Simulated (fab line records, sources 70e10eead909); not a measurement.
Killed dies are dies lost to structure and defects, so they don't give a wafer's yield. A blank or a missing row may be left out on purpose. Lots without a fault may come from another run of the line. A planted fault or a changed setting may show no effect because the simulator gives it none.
fab line records | flow nand_harc
record lots=5 wafers=15 last_day=33
route steps=1302 shown P_M2@330 END@1302
lots that met no fault: from a run of the same line without faults
start_h: hours from the record's first day to the start of the lot's first wafer shown | wait_h: hours since the lot's step before | " the same as in the row above | L1.1+2: a row that stands for several wafers | - no value, or no start given | * or withheld: withheld | < > ~ a bound
route shown NAME@n: a module of which the file shows steps, and the number in the route of the first | usual: mean/standard deviation of fault-free wafers | same: alike in all rows | chamber/n: place in a boat | sites: the reading at each site | _std_site: their standard deviation | _edge_site: outer sites' mean less inner sites' | radius_mm: how far each site lies from the wafer's centre | mask NAME#n: copy n | behind: the tool/chamber that last shaped the wafer | hold: why the lot was held/for how many hours/how that ended | device: the transistor (n, p or np) that didn't switch | end of line: the same wafers' tests at the end of the route | a step without rows: its recipe alone | killed: dies lost to structure and defects at the first sort, not the wafer's yield | map: a wafer's dies, x killed, . not, _ none there
set.NAME: the setting as run; set.NAME@STEP: as run at that earlier step | model.NAME: the simulator's own value behind a step, which no gauge read
lots at some steps of the route; a table a step, a row a wafer
services: from which hour (start_h, from the record's first day; less than 0 if before it) a tool's chamber was out of use, for how many hours, and why
## steps
# step NHARC_P_M2_INSPECT_11
# usual raw_defect_count=4.5/2.4
# columns lot.wafer tool chamber start_h wait_h raw_defect_count
L367.2 defect_inspect-01 - 126.27 0.0 0
L367.5 " - " " 1
L367.6 " - " " 4
L374.2 defect_inspect-01 - 198.84 0.0 6
L374.4 " - " " 8
L374.6 " - " " 8
L380.4 defect_inspect-01 - 283.44 0.0 4
L380.5 " - " " 3
L380.6 " - " " 3
L389.1 defect_inspect-02 - 346.17 0.0 2
L389.3 " - " " 2
L389.6 " - " " 3
L390.2 defect_inspect-02 - 358.17 0.0 8
L390.3 " - " " 5
L390.4 " - " " 3
# step NHARC_P_M2_DESCUM_14
# recipe time_s=3 o2_flow_sccm=200 ar_flow_sccm=0 bias_power_w=0 chemistry=O2
# step NHARC_P_M2_ETCH_35
# recipe target_depth_a=400 overetch_a=120 time_s=43.94 ion_energy_ev=200 n2_flow_sccm=150 h2_flow_sccm=150 ar_flow_sccm=0 rf_w=400 bias_w=150 chemistry=N2/H2
# usual drypump_motor_current_A=5.8/0.45 oes_product_au=0.999/0.0069 rf_vpp_V=430.9/2.4 showerhead_plenum_p_Torr=2.06/0.081 throttle_valve_pct=14.171/0.0093
# columns lot.wafer tool chamber start_h wait_h drypump_motor_current_A oes_product_au rf_hours_counter_h rf_vpp_V showerhead_plenum_p_Torr throttle_valve_pct
L367.2 rie_diel-08 3 126.42 0.1 6.3 0.990 5.2 433.2 2.18 14.171
L367.5 " 2 " " 5.5 1.000 - 433.7 2.11 14.175
L367.6 " 3 " " 6.3 0.993 - 433.7 2.18 14.172
L374.4 rie_diel-13 3 198.99 0.1 6.2 0.993 1.5 429.5 2.06 14.167
L374.2 " 1 " " 4.8 1.003 1.0 429.5 1.95 14.195
L374.6 " 2 " " 6.2 1.006 - 426.7 1.95 14.169
L380.4 rie_diel-08 1 283.59 0.1 5.8 0.995 4.0 432.2 2.14 14.172
L380.5 " 0 " " 5.8 0.991 - 430.6 2.06 14.174
L380.6 " 1 " " 5.8 0.996 - 433.8 2.14 14.175
L389.1 rie_diel-08 3 346.80 0.5 6.2 0.986 7.1 433.2 2.18 14.169
L389.3 " 0 " " 5.9 0.996 7.0 430.6 2.06 14.168
L389.6 " 0 " " 5.9 0.999 - 431.1 2.06 14.167
L390.4 rie_diel-08 3 358.32 0.1 6.2 0.988 7.6 433.8 2.18 14.165
L390.3 " 0 " " 5.9 0.997 7.7 431.1 2.06 14.166
L390.2 " 2 " " 5.5 1.016 7.8 433.0 2.11 14.161
# step NHARC_P_M2_ETCH_15
# recipe target_depth_a=1825 time_s=91.2 c4f8_flow_sccm=withheld ar_flow_sccm=400 rf_w=600 bias_w=300 chemistry=C4F8/Ar
# usual oes_product_au=0.939/0.021 rf_vpp_V=441.3/2.4
# columns lot.wafer tool chamber start_h wait_h oes_product_au rf_hours_counter_h rf_vpp_V
L367.2 rie_diel-08 1 - - 0.956 5.5 443.3
L367.5 " 1 " " 0.965 - 443.2
L367.6 " 2 " " 0.975 - 441.9
L374.2 rie_diel-13 0 - - 0.931 1.5 440.4
L374.4 " 2 " " 0.935 1.0 438.8
L374.6 " 0 " " 0.924 - 439.1
L380.4 rie_diel-08 0 - - 0.977 4.1 442.0
L380.5 " 3 " " 0.975 - 444.1
L380.6 " 0 " " 0.977 - 441.3
L389.3 rie_diel-08 2 - - 0.928 7.2 442.9
L389.1 " 0 " " 0.921 7.1 441.9
L389.6 " 2 " " 0.925 - 442.3
L390.2 rie_diel-08 0 - - 0.913 7.7 441.3
L390.4 " 1 " " 0.913 7.6 443.2
L390.3 " 2 " " 0.913 7.8 440.1
# step NHARC_P_M2_CD_MEAS_16
# usual cd_nm=170.4/0.59
# columns lot.wafer tool chamber start_h wait_h cd_nm
L367.2 cd_sem-02 - 126.64 - 171.2
L367.5 " - " " 171.3
L367.6 " - " " 170.0
L374.2 cd_sem-02 - 199.21 - 170.8
L374.4 " - " " 170.2
L374.6 " - " " 170.0
L380.4 cd_sem-03 - 283.81 - 170.8
L380.5 " - " " 170.5
L380.6 " - " " 169.6
L389.1 cd_sem-01 - 347.02 - 170.1
L389.3 " - " " 169.9
L389.6 " - " " 170.3
L390.2 cd_sem-03 - 358.54 - 170.3
L390.3 " - " " 170.2
L390.4 " - " " 170.1
# step NHARC_P_M2_STRIP_18
# recipe power_w=1000 n2_flow_sccm=150 h2_flow_sccm=150 ar_flow_sccm=0 bias_w=0 chemistry=N2/H2
# step NHARC_P_M2_ETCH_28
# recipe target_depth_a=300 over_etch_frac=0.3 time_s=72.99 ion_energy_ev=150 cf4_flow_sccm=50 n2_flow_sccm=100 ar_flow_sccm=150 rf_w=300 bias_w=100 chemistry=CF4/N2
# step NHARC_P_M2_STRIP_19
# recipe time_s=600 temp_c=30 chemistry=post_etch_residue_remover
# step NHARC_P_M2_DEGAS_29
# recipe temp_c=250 time_s=60
# step NHARC_P_M2_PRE_CLEAN_30
# recipe time_s=30 temp_c=280 gas=H2/He
# step NHARC_P_M2_PVD_20
# recipe target_thk_a=50 bias_v=168.6 power_w=15000 chamber_pressure_pa=0.12 time_s=8.06 substrate_temp_c=50 material=TaN
# usual throttle_valve_pct=30.2/0.87
# columns lot.wafer tool chamber start_h wait_h throttle_valve_pct
L367.2 pvd_sputter-01 - - - 32.2
L367.6 " - " " 32.4
L367.5 " - " " 29.2
L374.4 pvd_sputter-01 - - - 30.3
L374.2 " - " " 29.2
L374.6 " - " " 30.4
L380.4 pvd_sputter-01 - - - 32.1
L380.6 " - " " 30.1
L380.5 " - " " 32.3
L389.1 pvd_sputter-03 - - - 30.9
L389.3 " - " " 30.9
L389.6 " - " " 30.8
L390.4 pvd_sputter-03 - - - 30.9
L390.2 " - " " 30.4
L390.3 " - " " 29.6
# step NHARC_P_M2_PVD_21
# recipe target_thk_a=300 chamber_pressure_pa=5 power_w=5000 substrate_temp_c=30 time_s=20.49 material=Cu
# usual throttle_valve_pct=30.1/0.82
# columns lot.wafer tool chamber start_h wait_h throttle_valve_pct
L367.2 pvd_sputter-01 - - - 29.4
L367.6 " - " " 32.1
L367.5 " - " " 29.3
L374.4 pvd_sputter-01 - - - 30.5
L374.2 " - " " 29.6
L374.6 " - " " 30.6
L380.4 pvd_sputter-01 - - - 30.4
L380.5 " - " " 30.2
L380.6 " - " " 29.2
L389.1 pvd_sputter-03 - - - 30.5
L389.3 " - " " 29.8
L389.6 " - " " 30.9
L390.2 pvd_sputter-03 - - - 30.1
L390.3 " - " " 29.4
L390.4 " - " " 29.3
# step NHARC_P_M2_ECD_22
# recipe target_thk_a=4000 bath_temp_c=25 material=Cu
# columns lot.wafer tool chamber start_h wait_h
L367.2+5+6 ecd_cu-02 1,0,1 127.77 -
L374.2+4+6 ecd_cu-01 1,1,0 200.33 -
L380.4+6+5 ecd_cu-01 1,0,1 285.08 -
L389.1+3+6 ecd_cu-02 1 348.09 -
L390.2+3+4 ecd_cu-02 0,0,1 359.60 -
# step NHARC_P_M2_ANNEAL_31
# recipe temp_c=225 time_s=90
# usual wafer_temp_C_max=226.2/0.47
# columns lot.wafer tool chamber start_h wait_h wafer_temp_C_max
L367.2 rtp_anneal-01 0 128.15 0.3 226.6
L367.5 " 0 " " 226.2
L367.6 " 0 " " 226.4
L374.2 rtp_anneal-01 0 200.70 - 226.6
L374.4 " 0 " " 226.4
L374.6 " 0 " " 226.8
L380.4 rtp_anneal-02 0 285.46 0.3 225.7
L380.5 " 0 " " 225.5
L380.6 " 0 " " 226.0
L389.1 rtp_anneal-01 0 348.47 0.3 226.1
L389.3 " 0 " " 226.7
L389.6 " 0 " " 226.6
L390.2 rtp_anneal-01 0 360.03 - 226.7
L390.3 " 0 " " 226.5
L390.4 " 0 " " 226.7
# step NHARC_P_M2_CMP_23
# recipe t_overpolish_s=20 target_thk_nm=144.3
# usual edge_zone_pressure_frac=0.999/0.0049 motor_current_A=12.5/1.2 slurry_flow_ml_min=150.0/0.48 time_to_endpoint_s=28.8/2.1
# columns lot.wafer tool chamber start_h wait_h edge_zone_pressure_frac motor_current_A slurry_flow_ml_min time_to_endpoint_s
L367.2 cmp-04 2 128.45 - 1.003 13.4 150.1 26.7
L367.6 " 2 " " 1.006 13.0 150.1 27.2
L367.5 " 3 " " 0.992 14.7 149.8 30.2
L374.2 cmp-02 1 201.06 - 1.002 11.4 150.4 29.8
L374.4 " 2 " " 0.999 12.9 149.7 27.7
L374.6 " 0 " " 0.992 11.5 149.7 28.7
L380.4 cmp-04 2 285.71 - 1.004 12.9 149.4 41.4
L380.5 " 0 " " 0.994 14.8 150.3 30.6
L380.6 " 1 " " 0.999 12.4 151.0 29.3
L389.3 cmp-01 1 348.84 - 1.002 15.5 149.6 25.0
L389.1 " 3 " " 1.003 11.2 149.4 24.6
L389.6 " 1 " " 1.001 15.0 149.5 24.7
L390.2 cmp-02 2 360.32 - 0.999 13.1 149.4 27.0
L390.3 " 3 " " 0.993 11.3 149.7 25.3
L390.4 " 0 " " 0.999 11.6 149.8 24.3
# step NHARC_P_M2_THK_MEAS_24
# recipe thk_meas_gauge=xrf
# usual thk_nm=144.1/1.3
# columns lot.wafer tool chamber start_h wait_h thk_nm
L367.2 film_metro-02 - 128.77 - 142.4
L367.5 " - " " 142.4
L367.6 " - " " 141.3
L374.2 film_metro-01 - 201.31 - 146.0
L374.4 " - " " 143.9
L374.6 " - " " 142.4
L380.4 film_metro-01 - 285.96 - 143.8
L380.5 " - " " 144.9
L380.6 " - " " 144.1
L389.1 film_metro-02 - 349.13 - 144.0
L389.3 " - " " 145.8
L389.6 " - " " 143.1
L390.2 film_metro-02 - 360.64 - 141.8
L390.3 " - " " 142.6
L390.4 " - " " 141.8
# step NHARC_END_SORT_01
# recipe temp_c=25
# usual defect_limited_yield=92.0/2.6 killed_at_array=50/17 killed_at_other=0.7/1 killed_at_periphery=3.4/2.4 killed_dies=54/17 killed_open=3.3/1.7 killed_short=2.5/1.6 sort_bin_2_pct=2.8/1.1 sort_bin_3_pct=0.5/0.33 sort_bin_4_pct=4.6/1.5 sort_n_pass=623/17 sort_rim_yield_pct=92/3.8 sort_yield_pct=92.0/2.6
# same gross_dies=677 sort_bin_5_pct[%]=0 sort_bin_6_pct[%]=0 sort_bin_7_pct[%]=0 sort_bin_8_pct[%]=0 sort_rim_n_gross=106.00
# columns lot.wafer tool chamber start_h wait_h defect_limited_yield[%] killed_at_array killed_at_other killed_at_periphery killed_dies killed_open killed_short sort_bin_2_pct[%] sort_bin_3_pct[%] sort_bin_4_pct[%] sort_n_pass sort_rim_yield_pct[%] sort_yield_pct[%]
L374.2 prober-01 0 620.81 2.8 95.0 30 0 4 34 0 3 1.5 0.3 3.2 643 95 95.0
L374.4 prober-01 0 622.38 3.4 93.4 40 0 5 45 4 5 2.8 0.3 3.5 632 92 93.4
L374.6 prober-01 0 623.95 3.9 95.9 21 0 7 28 2 5 1.2 0.3 2.7 649 98 95.9
L380.4 prober-02 0 745.33 3.4 92.8 45 0 4 49 4 5 3.2 0.3 3.7 628 93 92.8
L380.5 prober-02 0 746.13 3.7 90.7 61 0 2 63 3 3 2.7 1.0 5.6 614 94 90.7
L380.6 prober-02 0 746.92 4.0 94.7 33 0 3 36 5 3 2.4 0.6 2.4 641 90 94.7
# killed by level:class
L374.2 A_CHANNEL_HOLE_D2:chamber_film_flake=7 A_ZERO_WELL:chamber_film_flake=5 A_CONTACT:chamber_film_flake=5 A_STAIRCASE:chamber_film_flake=4 P_GATE:chamber_film_flake=3 A_CHANNEL_HOLE_D1:chamber_film_flake=3 A_ONON_D2:geometric_particle:short=2 A_CHANNEL_FILL_D2:geometric_particle:short=1
L374.4 A_CHANNEL_HOLE_D2:chamber_film_flake=13 A_CONTACT:chamber_film_flake=6 A_SLIT:chamber_film_flake=4 A_CHANNEL_HOLE_D1:chamber_film_flake=3 A_STAIRCASE:chamber_film_flake=3 A_DECK1_JOINT:geometric_particle:short=2 A_WL_FILL:geometric_particle:short=2 P_M0:chamber_film_flake=2
L374.6 A_CHANNEL_HOLE_D2:chamber_film_flake=8 A_SLIT:chamber_film_flake=5 A_WL_FILL:geometric_particle:short=3 P_GATE:chamber_film_flake=2 P_GATE:geometric_particle:open=1 P_CONTACT:geometric_particle:short=1 A_SOURCE_PLATE:geometric_particle:short=1 A_ONON_D2:geometric_particle:open=1
L380.4 A_CHANNEL_HOLE_D1:chamber_film_flake=25 A_CONTACT:chamber_film_flake=6 A_WL_FILL:geometric_particle:short=3 A_CHANNEL_FILL_D1:chamber_film_flake=2 A_STAIRCASE:chamber_film_flake=2 A_SLIT:chamber_film_flake=2 P_STI:geometric_particle:short=1 P_M0:chamber_film_flake=1
L380.5 A_CHANNEL_HOLE_D1:chamber_film_flake=42 A_STAIRCASE:chamber_film_flake=6 A_SLIT:chamber_film_flake=4 A_CONTACT:chamber_film_flake=3 P_CONTACT:geometric_particle:short=1 A_ONON_D1:geometric_particle:short=1 A_ONON_D1:geometric_particle:open=1 A_CHANNEL_FILL_D1:geometric_particle:open=1
L380.6 A_CHANNEL_HOLE_D1:chamber_film_flake=15 A_SLIT:chamber_film_flake=6 A_STAIRCASE:chamber_film_flake=3 A_CHANNEL_HOLE_D1:geometric_particle:short=2 A_CONTACT:chamber_film_flake=2 P_CONTACT:geometric_particle:open=1 A_ONON_D1:geometric_particle:open=1 A_CHANNEL_HOLE_D1:geometric_particle:open=1
## services
# columns tool chamber start_h hours kind
cmp-02 - 108.49 2.6 repair
cmp-04 - 111.00 4.0 pm
pvd_sputter-01 - 131.67 8.5 repair
cmp-02 - 134.51 4.0 pm
ecd_cu-02 - 154.06 1.1 repair
ecd_cu-01 - 160.26 8.0 pm
rie_diel-13 - 165.00 9.0 pm
pvd_sputter-03 - 170.00 10.0 pm
rie_diel-08 1 176.16 3.8 repair
rie_diel-08 - 184.58 0.5 repair
rie_diel-08 - 190.80 9.0 pm
pvd_sputter-03 - 200.02 9.4 repair
cmp-04 - 209.00 4.0 pm
rie_diel-08 1 209.40 4.4 repair
cmp-02 - 227.03 1.3 repair
pvd_sputter-01 - 230.00 10.0 pm
ecd_cu-02 - 233.08 4.8 repair
ecd_cu-02 - 241.74 0.8 repair
ecd_cu-02 - 244.23 8.0 pm
pvd_sputter-01 - 255.87 1.7 repair
rie_diel-08 1 300.53 3.4 repair
pvd_sputter-01 - 309.50 5.4 repair
rtp_anneal-01 - 318.84 2.7 repair
pvd_sputter-03 - 348.02 10.0 pm
## key
first_sign step=NHARC_P_M2_CMP_23 reading=time_to_endpoint_s direction=up sigmas=6.1 usual=* struck=*
effect none on later readings
met_at NHARC_P_M2_ECD_22
struck_wafers L380.4
onset_between 200.33 285.08
fault kind=process_parameter_drift tool=ecd_cu-01 chamber=- onset_h=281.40 steps=NHARC_P_M2_ECD_22 channel=target_thk_a offset=* shape=step end_h=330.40 scope=struck_wafers_only acts_in=* stated=*
